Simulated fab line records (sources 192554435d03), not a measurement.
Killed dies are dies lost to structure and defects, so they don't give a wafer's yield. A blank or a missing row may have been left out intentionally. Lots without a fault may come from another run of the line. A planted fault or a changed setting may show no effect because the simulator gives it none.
Split-lot trial :: flow n5_finfet :: on a route of 1938 steps: 7 lots, 21 wafers read

== ON THE SPLIT ==
At N5_BEOL_M9_COAT_22 (resist thk 30 nm), the setting spin_rpm was moved away from the recipe's 1500 rpm on 5 of the 21 wafers read, by -10.4% to -2.9%. This setting was run at the recipe's value on the other wafers.

== FROM THE SPLIT TO THE READING: what the file shows between them, 3 steps ==
- N5_BEOL_M9_EBR_24
- N5_BEOL_M9_SOFTBAKE_23: time 60 s
- N5_BEOL_M9_DESCUM_33: chemistry O2, time 7 s

== THE READING ==
CAR-EUV_of_BEOL_M9_COAT_22.thk_nm (the simulator's own value, which no gauge read), in nm, at N5_BEOL_M9_ETCH_76 (etches underlayer in N2/H2, target depth 6.5 nm, time 5.2 s). The file gives no usual value for it. Here, 16 wafers ran the recipe; their average is 20.4 nm with a standard deviation of 0.13 nm.

wafer: L076.1
tool, chamber at the split: litho_track-05, 0
spin_rpm as run, rpm: 1500
against the recipe: recipe
CAR-EUV_of_BEOL_M9_COAT_22.thk_nm, nm: 20.4
against lot-mates on the recipe: -

wafer: L076.2
tool, chamber at the split: litho_track-05, 0
spin_rpm as run, rpm: 1500
against the recipe: recipe
CAR-EUV_of_BEOL_M9_COAT_22.thk_nm, nm: 20.4
against lot-mates on the recipe: -

wafer: L076.6
tool, chamber at the split: litho_track-05, 0
spin_rpm as run, rpm: 1500
against the recipe: recipe
CAR-EUV_of_BEOL_M9_COAT_22.thk_nm, nm: 20.4
against lot-mates on the recipe: -

wafer: L081.2
tool, chamber at the split: litho_track-01, 0
spin_rpm as run, rpm: 1380
against the recipe: -8.0%
CAR-EUV_of_BEOL_M9_COAT_22.thk_nm, nm: 21.6
against lot-mates on the recipe: +1.2

wafer: L081.6
tool, chamber at the split: litho_track-01, 0
spin_rpm as run, rpm: 1380
against the recipe: -8.0%
CAR-EUV_of_BEOL_M9_COAT_22.thk_nm, nm: 21.6
against lot-mates on the recipe: +1.2

wafer: L081.5
tool, chamber at the split: litho_track-01, 0
spin_rpm as run, rpm: 1500
against the recipe: recipe
CAR-EUV_of_BEOL_M9_COAT_22.thk_nm, nm: 20.4
against lot-mates on the recipe: -

wafer: L086.3
tool, chamber at the split: litho_track-03, 0
spin_rpm as run, rpm: 1456
against the recipe: -2.9%
CAR-EUV_of_BEOL_M9_COAT_22.thk_nm, nm: 20.8
against lot-mates on the recipe: +0.5

wafer: L086.4
tool, chamber at the split: litho_track-03, 0
spin_rpm as run, rpm: 1500
against the recipe: recipe
CAR-EUV_of_BEOL_M9_COAT_22.thk_nm, nm: 20.2
against lot-mates on the recipe: -

wafer: L086.5
tool, chamber at the split: litho_track-03, 0
spin_rpm as run, rpm: 1500
against the recipe: recipe
CAR-EUV_of_BEOL_M9_COAT_22.thk_nm, nm: 20.4
against lot-mates on the recipe: -

wafer: L089.2
tool, chamber at the split: litho_track-01, 0
spin_rpm as run, rpm: 1500
against the recipe: recipe
CAR-EUV_of_BEOL_M9_COAT_22.thk_nm, nm: 20.6
against lot-mates on the recipe: -

wafer: L089.3
tool, chamber at the split: litho_track-01, 0
spin_rpm as run, rpm: 1500
against the recipe: recipe
CAR-EUV_of_BEOL_M9_COAT_22.thk_nm, nm: 20.6
against lot-mates on the recipe: -

wafer: L089.4
tool, chamber at the split: litho_track-01, 0
spin_rpm as run, rpm: 1500
against the recipe: recipe
CAR-EUV_of_BEOL_M9_COAT_22.thk_nm, nm: 20.6
against lot-mates on the recipe: -

wafer: L091.3
tool, chamber at the split: litho_track-03, 0
spin_rpm as run, rpm: 1500
against the recipe: recipe
CAR-EUV_of_BEOL_M9_COAT_22.thk_nm, nm: 20.2
against lot-mates on the recipe: -

wafer: L091.4
tool, chamber at the split: litho_track-03, 0
spin_rpm as run, rpm: 1500
against the recipe: recipe
CAR-EUV_of_BEOL_M9_COAT_22.thk_nm, nm: 20.2
against lot-mates on the recipe: -

wafer: L091.5
tool, chamber at the split: litho_track-03, 0
spin_rpm as run, rpm: 1500
against the recipe: recipe
CAR-EUV_of_BEOL_M9_COAT_22.thk_nm, nm: 20.2
against lot-mates on the recipe: -

wafer: L095.2
tool, chamber at the split: litho_track-03, 0
spin_rpm as run, rpm: 1500
against the recipe: recipe
CAR-EUV_of_BEOL_M9_COAT_22.thk_nm, nm: 20.4
against lot-mates on the recipe: -

wafer: L095.4
tool, chamber at the split: litho_track-03, 0
spin_rpm as run, rpm: 1500
against the recipe: recipe
CAR-EUV_of_BEOL_M9_COAT_22.thk_nm, nm: 20.4
against lot-mates on the recipe: -

wafer: L095.6
tool, chamber at the split: litho_track-03, 0
spin_rpm as run, rpm: 1344
against the recipe: -10.4%
CAR-EUV_of_BEOL_M9_COAT_22.thk_nm, nm: 22
against lot-mates on the recipe: +1.6

wafer: L097.1
tool, chamber at the split: litho_track-03, 0
spin_rpm as run, rpm: 1500
against the recipe: recipe
CAR-EUV_of_BEOL_M9_COAT_22.thk_nm, nm: 20.4
against lot-mates on the recipe: -

wafer: L097.3
tool, chamber at the split: litho_track-03, 0
spin_rpm as run, rpm: 1500
against the recipe: recipe
CAR-EUV_of_BEOL_M9_COAT_22.thk_nm, nm: 20.4
against lot-mates on the recipe: -

wafer: L097.6
tool, chamber at the split: litho_track-03, 0
spin_rpm as run, rpm: 1346
against the recipe: -10.3%
CAR-EUV_of_BEOL_M9_COAT_22.thk_nm, nm: 22
against lot-mates on the recipe: +1.6

FIT RESULTS
A straight line over all 21 wafers: CAR-EUV_of_BEOL_M9_COAT_22.thk_nm changes by -0.154 nm for each +1% of spin_rpm; r = -0.98; the points scatter about the line by 0.12 nm.
The same after taking each lot's own level away (the mean of its wafers on the recipe; 21 wafers): -0.153 nm for each +1%; r = -1.00; scatter 0.036 nm.
According to that fit, moving spin_rpm by its largest amount changes the reading by 1.6 nm.
Measured against the standard deviation above, the lots' own levels, which go from 20.20 to 20.60 nm, span 3.0 times it.
So the lot-to-lot level changes the slope little: the two slopes agree.
Check: +1.59 nm against its lot-mates is what the line predicts for one of the wafers moved furthest among these (-10.4%) when that wafer is left out of the fit. Against them it came out at +1.6 nm.

== ADDITIONAL SPLITS CARRIED BY THESE WAFERS ==
Before the reading, these wafers also passed through other splits. Each is held against what the fit with the lots' levels taken away leaves over:
other split on the same wafers: N5_BEOL_M4_TRENCH_ETCH_37 source_w
wafers away from the commonest value: 8
r with CAR-EUV_of_BEOL_M9_COAT_22.thk_nm (lot level and that fit taken away): -0.33

other split on the same wafers: N5_BEOL_M5_ETCH_72 bias_w
wafers away from the commonest value: 10
r with CAR-EUV_of_BEOL_M9_COAT_22.thk_nm (lot level and that fit taken away): +0.05

other split on the same wafers: N5_BEOL_M5_COAT_22 spin_rpm
wafers away from the commonest value: 7
r with CAR-EUV_of_BEOL_M9_COAT_22.thk_nm (lot level and that fit taken away): +0.20

other split on the same wafers: N5_BEOL_M8_EXPOSE_08 dose_mj
wafers away from the commonest value: 9
r with CAR-EUV_of_BEOL_M9_COAT_22.thk_nm (lot level and that fit taken away): +0.16

other split on the same wafers: N5_BEOL_M8_ETCH_61 bias_w
wafers away from the commonest value: 6
r with CAR-EUV_of_BEOL_M9_COAT_22.thk_nm (lot level and that fit taken away): -0.21

other split on the same wafers: N5_BEOL_M8_COAT_22 spin_rpm
wafers away from the commonest value: 7
r with CAR-EUV_of_BEOL_M9_COAT_22.thk_nm (lot level and that fit taken away): -0.05

== THE WHOLE CHAIN: every reading that the file lists as answering this split, in the file's order ==
step: N5_BEOL_M9_COAT_22
what it does: resist thk 30 nm
reading: CAR-EUV_of_BEOL_M9_COAT_22.thk_nm (the simulator's own value, which no gauge read)
change (the file's fit): -0.156 nm for each +1% of the setting
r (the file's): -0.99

step: N5_BEOL_M9_ETCH_76
what it does: etches underlayer in N2/H2, target depth 6.5 nm, time 5.2 s
reading: CAR-EUV_of_BEOL_M9_COAT_22.thk_nm (the simulator's own value, which no gauge read)
change (the file's fit): -0.154 nm for each +1% of the setting
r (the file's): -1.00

== THE FILE'S OWN FIT ==
CAR-EUV_of_BEOL_M9_COAT_22.thk_nm changes by -0.154 nm for each +1% of spin_rpm, r = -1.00.
